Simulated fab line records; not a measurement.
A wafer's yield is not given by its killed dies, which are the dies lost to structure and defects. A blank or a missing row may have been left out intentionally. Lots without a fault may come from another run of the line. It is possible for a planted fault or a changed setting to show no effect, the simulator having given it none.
One fault through the eyes of 3 desks :: flow n5-finfet :: numbers are kept per desk, each desk with only its own; the story behind them comes last

## THE TOOL OWNER'S DESK: cmp-01
The tool's own readings at N5_MOL_CONTACT_COAG_CMP_52 (polishes, stops on SiO2, t overpolish 1.5 s, target thk 66.5 nm): means of the sampled wafers that have a number, for each lot that ran on this tool. A lot is out of limits, marked OUT, if its mean lies more than 4 standard deviations from the usual mean; the brackets give that distance.
Columns: A = motor-current-A at N5_MOL_CONTACT_COAG_CMP_52, usual 11.8 A; B = overpolish-run-s at N5_MOL_CONTACT_COAG_CMP_52, usual 1.500 s; C = time-to-endpoint-s at N5_MOL_CONTACT_COAG_CMP_52, usual 12.3 s
lot: L238
first seen here: day 5 23:52
A: 11.1
B: 1.500
C: 16.8

lot: L241
first seen here: day 6 16:33
A: 11.8
B: 1.494
C: 12.2

lot: L244
first seen here: day 7 17:37
A: 11.4
B: 1.504
C: 12.8

lot: L249
first seen here: day 8 16:38
A: 11.4
B: 0.757 (-93) OUT
C: 17.4

lot: L253
first seen here: day 9 19:58
A: 10.9
B: 0.766 (-92) OUT
C: 19.1
This desk's verdict: out of limits on L249, L253, starting with L249 at day 8 16:38 (overpolish-run-s at N5_MOL_CONTACT_COAG_CMP_52). In limits: L238, L241, L244.

## THE DEFECT DESK
What the inspections along the route counted, lot by lot: means of the sampled wafers that have a number. A lot is out of limits, marked OUT, if its mean lies more than 4 standard deviations from the usual mean; the brackets give that distance.
Columns: A = raw-defect-count at N5_MOL_CONTACT_COAG_INSPECT_97, usual 41
lot: L238
first seen here: day 6 03:43
A: 39

lot: L240
first seen here: day 6 16:00
A: 42

lot: L241
first seen here: day 6 19:53
A: 35

lot: L244
first seen here: day 7 20:58
A: 40

lot: L249
first seen here: day 8 19:54
A: 409 (+23) OUT

lot: L250
first seen here: day 9 08:57
A: 37

lot: L253
first seen here: day 9 23:14
A: 541 (+31) OUT

lot: L256
first seen here: day 10 12:33
A: 40

lot: L257
first seen here: day 10 22:58
A: 39
This desk's verdict: out of limits on L249, L253, starting with L249 at day 8 19:54 (raw-defect-count at N5_MOL_CONTACT_COAG_INSPECT_97). In limits: L238, L240, L241, L244, L250, L256, L257.

## FROM THE METROLOGY DESK
Lot by lot, what the gauges showed, no matter which tool ran the lot: averages of those sampled wafers that carry a number. A lot is out of limits, marked OUT, if its mean lies more than 4 standard deviations from the usual mean; the brackets give that distance. It has 10 readings; the 7 that lie furthest out on some lot are the ones shown.
Columns: A = DIBL_N at N5_BEOL_M4_RC_MEAS_101, usual 36.2 mV/V; B = DIBL_P at N5_BEOL_M4_RC_MEAS_101, usual 36.2 mV/V; C = IOFF_N at N5_BEOL_M4_RC_MEAS_101, usual 0.16 nA/um; D = IOFF_P at N5_BEOL_M4_RC_MEAS_101, usual 0.21 nA/um; E = ION_P at N5_BEOL_M4_RC_MEAS_101, usual 462 uA/um; F = SS_P at N5_BEOL_M4_RC_MEAS_101, usual 73.2 mV/dec; G = VT_N at N5_BEOL_M4_RC_MEAS_101, usual 250 mV
lot: L238
first seen here: day 8 07:13
A: 38.2
B: 40.2
C: 0.25
D: 0.31
E: 475
F: 74.4
G: 241

lot: L240
first seen here: day 8 20:38
A: 40.4
B: 40.5
C: 0.25
D: 0.32
E: 477
F: 74.6
G: 243

lot: L241
first seen here: day 9 04:19
A: 36.1
B: 38.0
C: 0.17
D: 0.21
E: 456
F: 73.3
G: 250

lot: L244
first seen here: day 10 17:28
A: 37.9
B: 38.4
C: 0.18
D: 0.24
E: 466
F: 74.1
G: 248

lot: L249
first seen here: day 11 04:55
A: 36.0
B: 36.8
C: 0.15
D: 0.23
E: 464
F: 72.9
G: 252

lot: L250
first seen here: day 11 10:55
A: 35.8
B: 36.0
C: 0.16
D: 0.22
E: 464
F: 73.5
G: 251

lot: L253
first seen here: day 12 17:16
A: 32.4
B: 31.6
C: 0.10
D: 0.14
E: 446
F: 72.4
G: 256

lot: L256
first seen here: day 13 14:12
A: 37.0
B: 35.4
C: 0.14
D: 0.22
E: 464
F: 72.8
G: 250

lot: L257
first seen here: day 13 15:37
A: 36.4
B: 35.9
C: 0.15
D: 0.21
E: 458
F: 72.7
G: 251
This desk found nothing out of limits on any of the 9 lots.

## PUT TOGETHER
On L249, L253, at day 8 16:38, an alarm was possible from the tool owner's desk.
The defect desk could have raised an alarm at day 8 19:54, on L249, L253.
Metrology desk: nothing out of limits seen.
The metrology desk has L249, L253 on record, within its limits.
Every lot named ran N5_MOL_CONTACT_COAG_CMP_52 on cmp-01.

## WHAT HAD BEEN PUT IN BY THE SIMULATOR
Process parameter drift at N5_MOL_CONTACT_COAG_CMP_52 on cmp-01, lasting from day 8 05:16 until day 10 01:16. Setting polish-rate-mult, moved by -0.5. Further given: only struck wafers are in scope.
Shown lots that were struck: L249, L253.
Hours from the fault's start to each desk's first reading out of limits: the tool owner's desk, 11; the defect desk, 15.
